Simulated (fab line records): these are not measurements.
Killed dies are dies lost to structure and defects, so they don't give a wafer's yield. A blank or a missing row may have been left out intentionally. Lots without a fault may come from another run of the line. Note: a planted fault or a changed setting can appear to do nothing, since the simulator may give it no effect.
What tool caused it? | flow n5Finfet | Sampling: 11 lots, 33 wafers, 4 of 1938 route steps

== WHAT EACH GAUGE READ, for each wafer ==
Not one reading of a measure or inspect step in the record can be checked against a usual standard deviation.

== TOOL THAT RAN EACH LOT (tool first, then ch and the chambers of the sampled wafers, then the start) ==
lot  | N5_BEOL_M0_ETCH_109               | N5_MIM_TOP_LITHO_DESCUM_10        | N5_PASSIVATION_AL_DEP_21    | N5_PASSIVATION_PROBE_49
L582 | rieDiel-01 ch 0,1,2, day 6 06:10  | rieDiel-01 ch 0,1,3, day 12 20:13 | pvdSputter-03, day 13 00:40 | prober-01, day 13 06:25
L583 | rieDiel-01 ch 0,1,3, day 6 09:22  | rieDiel-01 ch 0,1,2, day 13 02:10 | pvdSputter-01, day 13 06:28 | -
L584 | rieDiel-01 ch 0,2,3, day 6 13:12  | rieDiel-05 ch 1,3, day 13 09:40   | pvdSputter-03, day 13 14:42 | prober-01, day 13 20:10
L585 | rieDiel-01 ch 0,1,3, day 6 17:37  | rieDiel-05 ch 0,2, day 13 07:41   | pvdSputter-01, day 13 14:16 | -
L586 | rieDiel-01 ch 0,1,3, day 7 05:46  | rieDiel-05 ch 0,3, day 14 00:04   | pvdSputter-03, day 14 04:02 | prober-01, day 14 10:10
L587 | rieDiel-01 ch 0,1,3, day 7 06:14  | rieDiel-01 ch 0,1,2, day 13 20:50 | pvdSputter-02, day 14 01:55 | prober-02, day 14 07:44
L588 | rieDiel-01 ch 0,1,2, day 7 11:09  | rieDiel-05 ch 0,2,3, day 14 02:27 | pvdSputter-03, day 14 06:32 | prober-02, day 14 12:16
L599 | rieDiel-01 ch 0,1,2, day 10 02:33 | rieDiel-01 ch 1,2,3, day 16 06:59 | pvdSputter-03, day 16 13:28 | prober-01, day 16 19:40
L598 | rieDiel-01 ch 0,2,3, day 10 06:23 | rieDiel-05 ch 0,1,3, day 16 09:53 | pvdSputter-02, day 16 13:54 | prober-01, day 16 19:55
L600 | rieDiel-05 ch 0,2,3, day 10 12:09 | rieDiel-03 ch 0,1, day 16 22:01   | pvdSputter-03, day 17 01:44 | -
L605 | rieDiel-01 ch 0,1,2, day 11 14:42 | rieDiel-03 ch 2,3, day 18 15:18   | pvdSputter-01, day 19 00:08 | -
- N5_BEOL_M0_ETCH_109: etches SiCN in CH3F/O2, target depth 8 nm, overetch 2.4 nm, time 27.4 s.
- N5_MIM_TOP_LITHO_DESCUM_10: chemistry O2, time 7.9 s.
- N5_PASSIVATION_AL_DEP_21: deposits Al, target thk 2800 nm, time 170 s.
- N5_PASSIVATION_PROBE_49

== WHAT THE TOOLS THEMSELVES READ (means of the sampled wafers that have a number; where no wafer has one, the mark that the record gives instead) ==
N5_BEOL_M0_ETCH_109. Usual: O2_flow_sccm 20.00 sccm, standard deviation 0.061; drypumpMotorCurrentA 5.8 A, standard deviation 0.35; oesProductAu 0.68 a.u., standard deviation 0.071; rfVppV 297.6 V, standard deviation 1.5; showerheadPlenumPTorr 2.01 Torr, standard deviation 0.073; throttleValvePct 16.38 %, standard deviation 0.2.
lot  | tool       | O2_flow_sccm (sccm) | drypumpMotorCurrentA (A) | oesProductAu (a.u.) | rfVppV (V) | showerheadPlenumPTorr (Torr) | throttleValvePct (%) | flag
L582 | rieDiel-01 | 20.02               | 6.1                      | 0.67                | 299.2      | 2.07                         | 16.42                | 
L583 | rieDiel-01 | 19.93               | 5.7                      | 0.66                | 297.0      | 2.00                         | 16.36                | 
L584 | rieDiel-01 | 20.00               | 5.8                      | 0.62                | 297.3      | 1.99                         | 16.56                | 
L585 | rieDiel-01 | 20.03               | 5.7                      | 0.65                | 297.2      | 2.00                         | 16.36                | 
L586 | rieDiel-01 | 19.96               | 5.8                      | 0.64                | 297.8      | 2.00                         | 16.36                | 
L587 | rieDiel-01 | 19.96               | 5.7                      | 0.64                | 297.5      | 2.00                         | 16.36                | 
L588 | rieDiel-01 | 20.01               | 6.1                      | 0.74                | 298.5      | 2.07                         | 16.31                | 
L599 | rieDiel-01 | 19.95               | 6.1                      | 0.70                | 298.5      | 2.06                         | 16.36                | 
L598 | rieDiel-01 | 20.05               | 5.8                      | 0.73                | 298.2      | 2.07                         | 16.31                | 
L600 | rieDiel-05 | 19.98               | 5.7                      | 0.72                | 297.1      | 1.95                         | 16.38                | 
L605 | rieDiel-01 | 20.04               | 6.1                      | 0.69                | 298.1      | 2.05                         | 16.38                | 

N5_MIM_TOP_LITHO_DESCUM_10. Usual: drypumpMotorCurrentA 5.7 A, standard deviation 0.32; oesProductAu 0.81 a.u., standard deviation 0.078; rfVppV 243.4 V, standard deviation 1.4; showerheadPlenumPTorr 2.10 Torr, standard deviation 0.079; throttleValvePct 20.47 %, standard deviation 0.15.
lot  | tool       | drypumpMotorCurrentA (A) | oesProductAu (a.u.) | rfVppV (V) | showerheadPlenumPTorr (Torr) | throttleValvePct (%) | flag
L582 | rieDiel-01 | 5.8                      | 0.79                | 244.1      | 2.16                         | 20.39                | 
L583 | rieDiel-01 | 6.1                      | 0.80                | 244.6      | 2.13                         | 20.44                | 
L584 | rieDiel-05 | 5.7                      | 0.85                | 242.7      | 2.10                         | 20.39                | 
L585 | rieDiel-05 | 5.8                      | 0.82                | 242.8      | 2.03                         | 20.55                | 
L586 | rieDiel-05 | 5.5                      | 0.81                | 242.5      | 2.02                         | 20.49                | 
L587 | rieDiel-01 | 6.1                      | 0.78                | 243.3      | 2.12                         | 20.44                | 
L588 | rieDiel-05 | 5.7                      | 0.82                | 242.4      | 2.02                         | 20.52                | 
L599 | rieDiel-01 | 5.7                      | 0.81                | 244.3      | 2.17                         | 20.37                | 
L598 | rieDiel-05 | 5.6                      | 0.78                | 243.1      | 2.06                         | 20.43                | 
L600 | rieDiel-03 | 5.4                      | 0.92                | 243.9      | 2.19                         | 20.49                | 
L605 | rieDiel-03 | 5.7                      | 0.83                | 244.5      | 2.14                         | 20.33                | 

N5_PASSIVATION_AL_DEP_21. Usual: substrateTempC 399.99 C, standard deviation 0.25; throttleValvePct 30.6 %, standard deviation 0.92.
lot  | tool          | substrateTempC (C) | throttleValvePct (%) | flag
L582 | pvdSputter-03 | 400.05             | 30.0                 | 
L583 | pvdSputter-01 | 399.99             | 30.9                 | 
L584 | pvdSputter-03 | 400.13             | 30.0                 | 
L585 | pvdSputter-01 | 399.97             | 31.0                 | 
L586 | pvdSputter-03 | 400.04             | 30.8                 | 
L587 | pvdSputter-02 | 399.83             | 30.4                 | 
L588 | pvdSputter-03 | 400.03             | 31.4                 | 
L599 | pvdSputter-03 | 399.97             | 30.3                 | 
L598 | pvdSputter-02 | 399.90             | 30.3                 | 
L600 | pvdSputter-03 | 400.12             | 30.1                 | 
L605 | pvdSputter-01 | 399.88             | 31.2                 | 

N5_PASSIVATION_PROBE_49. Usual: defectLimitedYield 90.5 %, standard deviation 1.7; killed_at_M0_to_M3 37, standard deviation 12; killed_at_M4_up 14, standard deviation 5.2; killedAtContacts 12, standard deviation 5.9; killedAtFrontEnd 45, standard deviation 14; killedAtOther 3.5, standard deviation 2.8; killedDies 112, standard deviation 21; killedOnRim 15, standard deviation 4.5; killedOpen 73, standard deviation 15; killedShort 36, standard deviation 8.9; sort_bin_5_function 5.6 %, standard deviation 1.2; sort_bin_6_memory 3.5 %, standard deviation 0.68; sortNPass 1068, standard deviation 21; sortYieldPct 90.5 %, standard deviation 1.8.
lot  | tool      | defectLimitedYield (%) | killed_at_M0_to_M3 | killed_at_M4_up | killedAtContacts | killedAtFrontEnd | killedAtOther | killedDies | killedOnRim | killedOpen | killedShort | sort_bin_5_function (%) | sort_bin_6_memory (%) | sortNPass | sortYieldPct (%) | flag
L582 | prober-01 | 88.8                   | 47                 | 9               | 22               | 50               | 4.3           | 133        | 17          | 91         | 38          | 6.8                     | 4.0                   | 1047      | 88.8             | 
L584 | prober-01 | 91.7                   | 27                 | 12              | 14               | 42               | 3.3           | 98         | 16          | 63         | 34          | 5.2                     | 2.8                   | 1082      | 91.7             | 
L586 | prober-01 | 87.9                   | 61                 | 21              | 15               | 44               | 3.0           | 143        | 21          | 74         | 43          | 6.6                     | 4.1                   | 1037      | 87.9             | 
L587 | prober-02 | 87.5                   | 61                 | 13              | 11               | 62               | 0.3           | 147        | 20          | 84         | 38          | 7.5                     | 3.8                   | 1033      | 87.5             | 
L588 | prober-02 | 90.0                   | 61                 | 17              | 13               | 22               | 3.0           | 117        | 18          | 63         | 31          | 5.6                     | 3.4                   | 1063      | 90.0             | 
L599 | prober-01 | 89.3                   | 39                 | 17              | 17               | 51               | 1.7           | 127        | 14          | 80         | 43          | 6.7                     | 3.6                   | 1053      | 89.3             | 
L598 | prober-01 | 91.4                   | 39                 | 9               | 10               | 37               | 6.3           | 101        | 16          | 69         | 28          | 5.1                     | 3.1                   | 1079      | 91.4             | 

== THE ANSWER, worked out from the rows above alone ==
Rule: a lot counts as off when the mean over its wafers that have a number is more than 3 standard deviations away from the usual mean. A lot without any number at a reading at which 4 lots or more have one is off too. Where the step has rows for the other lots, those lots are counted as sound. Order of review: gauges by route order, followed by the tools' own readings, for which a lot's mean as printed above is used. The first step at which some lot is off is used, and at that step the reading that is off furthest; a lot without a number counts as furthest.
Nothing can be told from this: no lot is off at any reading shown.

== WHAT WAS PUT IN BY THE SIMULATOR ==
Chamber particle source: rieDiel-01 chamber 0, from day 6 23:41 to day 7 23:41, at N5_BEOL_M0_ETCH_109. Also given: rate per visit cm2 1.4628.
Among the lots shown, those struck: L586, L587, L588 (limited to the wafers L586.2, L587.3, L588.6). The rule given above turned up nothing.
